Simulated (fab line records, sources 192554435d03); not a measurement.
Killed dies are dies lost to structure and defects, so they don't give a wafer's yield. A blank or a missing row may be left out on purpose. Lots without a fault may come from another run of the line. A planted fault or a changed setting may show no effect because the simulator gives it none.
Chamber matching | flow n5_finfet | N5_DUMMY_GATE_STRIP_41 on rie_diel-06: 4 sister chambers
The step strips in O2. 18 wafers are shown with their chamber, then 9 later ones without.

WAFERS WITH THEIR CHAMBER
wafer  | chamber | throttle_valve_pct (%) | showerhead_plenum_p_Torr (Torr) | drypump_motor_current_A (A)
L074.1 | 2       | 16.71                  | 2.19                            | 5.3
L074.4 | 1       | 16.52                  | 2.01                            | 5.7
L074.6 | 3       | 17.04                  | 2.04                            | 5.4
L078.2 | 2       | 16.71                  | 2.18                            | 5.2
L078.3 | 3       | 17.06                  | 2.04                            | 5.4
L078.6 | 2       | 16.74                  | 2.19                            | 5.2
L079.1 | 3       | 17.06                  | 2.04                            | 5.3
L079.4 | 2       | 16.72                  | 2.18                            | 5.3
L079.6 | 3       | 17.06                  | 2.04                            | 5.4
L082.1 | 3       | 17.06                  | 2.03                            | 5.3
L082.3 | 1       | 16.55                  | 2.00                            | 5.7
L082.4 | 2       | 16.74                  | 2.18                            | 5.2
L085.1 | 1       | 16.56                  | 2.00                            | 5.7
L085.4 | 0       | 16.42                  | 2.07                            | 4.9
L085.6 | 3       | 17.08                  | 2.03                            | 5.4
L086.2 | 3       | 17.08                  | 2.03                            | 5.4
L086.4 | 0       | 16.43                  | 2.07                            | 4.9
L086.5 | 2       | 16.75                  | 2.18                            | 5.2

SIGNATURES (means of the wafers above)
reading                  | chamber 0 | chamber 1 | chamber 2 | chamber 3 | scatter within a chamber
throttle_valve_pct       | 16.4250   | 16.5433   | 16.7283   | 17.0629   | 0.0159
showerhead_plenum_p_Torr | 2.0700    | 2.0033    | 2.1833    | 2.0357    | 0.00515
drypump_motor_current_A  | 4.900     | 5.700     | 5.233     | 5.371     | 0.0444
Rule: a wafer's distance from a chamber is the root of the sum, over the readings, of the square of ((its reading less the chamber's mean) divided by the reading's scatter). The wafer belongs to the nearest chamber; if the next one is less than 2 further off, it can't be placed. The scatter: the root of (the sum of the squares of (reading less its chamber's mean) over the shown wafers, divided by (wafers less chambers)).

WAFERS WITHOUT THEIR CHAMBER
wafer  | throttle_valve_pct (%) | showerhead_plenum_p_Torr (Torr) | drypump_motor_current_A (A)
L088.2 | 16.43                  | 2.07                            | 4.9
L088.3 | 17.08                  | 2.03                            | 5.3
L088.6 | 17.10                  | 2.03                            | 5.4
L091.2 | 16.77                  | 2.17                            | 5.2
L091.5 | 17.11                  | 2.03                            | 5.4
L091.6 | 16.78                  | 2.17                            | 5.2
L094.1 | 16.45                  | 2.07                            | 4.9
L094.3 | 16.79                  | 2.17                            | 5.2
L094.4 | 17.10                  | 2.02                            | 5.4

WHICH CHAMBER EACH WENT THROUGH
wafer  | from the rows above | in truth
L088.2 | 0                   | 0
L088.3 | 3                   | 3
L088.6 | 3                   | 3
L091.2 | 2                   | 2
L091.5 | 3                   | 3
L091.6 | 2                   | 2
L094.1 | 0                   | 0
L094.3 | 2                   | 2
L094.4 | 3                   | 3
Placed correctly: 9 of 9. Can't be placed from these rows: 0. Placed wrongly: 0.
